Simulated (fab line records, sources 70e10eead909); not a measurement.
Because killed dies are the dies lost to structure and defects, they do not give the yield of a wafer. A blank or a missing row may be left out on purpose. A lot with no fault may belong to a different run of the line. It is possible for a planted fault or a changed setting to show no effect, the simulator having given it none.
Chamber matching -- flow nand-harc -- NHARC_P_ZERO_WELL_DESCUM_39 on rie-diel-07: 4 sister chambers
The step chemistry O2, time 3 s. 18 wafers are shown with their chamber, then 9 later ones without.

== WAFERS PAIRED WITH THEIR CHAMBERS ==
wafer,chamber,showerhead-plenum-p-Torr (Torr),oes-product-au (a.u.),throttle-valve-pct (%)
L074.2,3,1.88,1.012,11.308
L074.3,2,1.93,0.989,11.301
L074.6,1,1.91,0.983,11.318
L076.1,2,1.93,0.994,11.319
L076.3,3,1.88,0.999,11.319
L076.4,0,2.06,1.000,11.316
L080.4,1,1.90,1.004,11.286
L080.5,1,1.90,0.994,11.314
L080.6,2,1.93,1.001,11.296
L081.2,0,2.06,0.997,11.315
L081.5,2,1.93,1.005,11.321
L081.6,1,1.90,1.005,11.314
L085.2,2,1.92,0.994,11.314
L085.3,3,1.87,1.006,11.299
L085.6,2,1.92,0.985,11.312
L087.2,0,2.06,1.001,11.325
L087.4,2,1.92,0.994,11.317
L087.5,2,1.92,0.999,11.309

SIGNATURES, as means of the wafers listed above
reading,chamber 0,chamber 1,chamber 2,chamber 3,scatter within a chamber
showerhead-plenum-p-Torr,2.0600,1.9025,1.9250,1.8767,0.00494
oes-product-au,0.99933,0.99650,0.99512,1.00567,0.00708
throttle-valve-pct,11.31867,11.30800,11.31113,11.30867,0.0102
Rule: a wafer lies at a distance from a chamber equal to the root of the sum of squares, over the readings, of (its reading less the chamber's mean, divided by the reading's scatter). The wafer belongs to the nearest chamber; if the next one is less than 2 further off, it can't be placed. How the scatter is found: for the shown wafers, subtract from each reading the mean of its chamber, square and add these, divide the total by (wafers less chambers), then take the root.

== WAFERS WHOSE CHAMBER IS MISSING ==
wafer,showerhead-plenum-p-Torr (Torr),oes-product-au (a.u.),throttle-valve-pct (%)
L089.1,1.87,1.017,11.331
L089.2,2.05,1.014,11.324
L089.3,1.90,1.008,11.325
L091.3,2.05,0.999,11.324
L091.4,1.92,0.993,11.308
L091.6,1.89,0.998,11.300
L096.1,1.89,0.999,11.303
L096.2,1.86,1.017,11.311
L096.3,2.05,1.011,11.316

== WHICH CHAMBER EACH ONE RAN IN ==
wafer,from the rows above,in truth
L089.1,3,3
L089.2,0,0
L089.3,1,1
L091.3,0,0
L091.4,2,2
L091.6,can't be placed: 1 or 3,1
L096.1,can't be placed: 1 or 3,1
L096.2,3,3
L096.3,0,0
Correct placement for 7 of the 9. Can't be placed from these rows: 2 (the true chamber is among the candidates in 2). 0 placed wrongly.
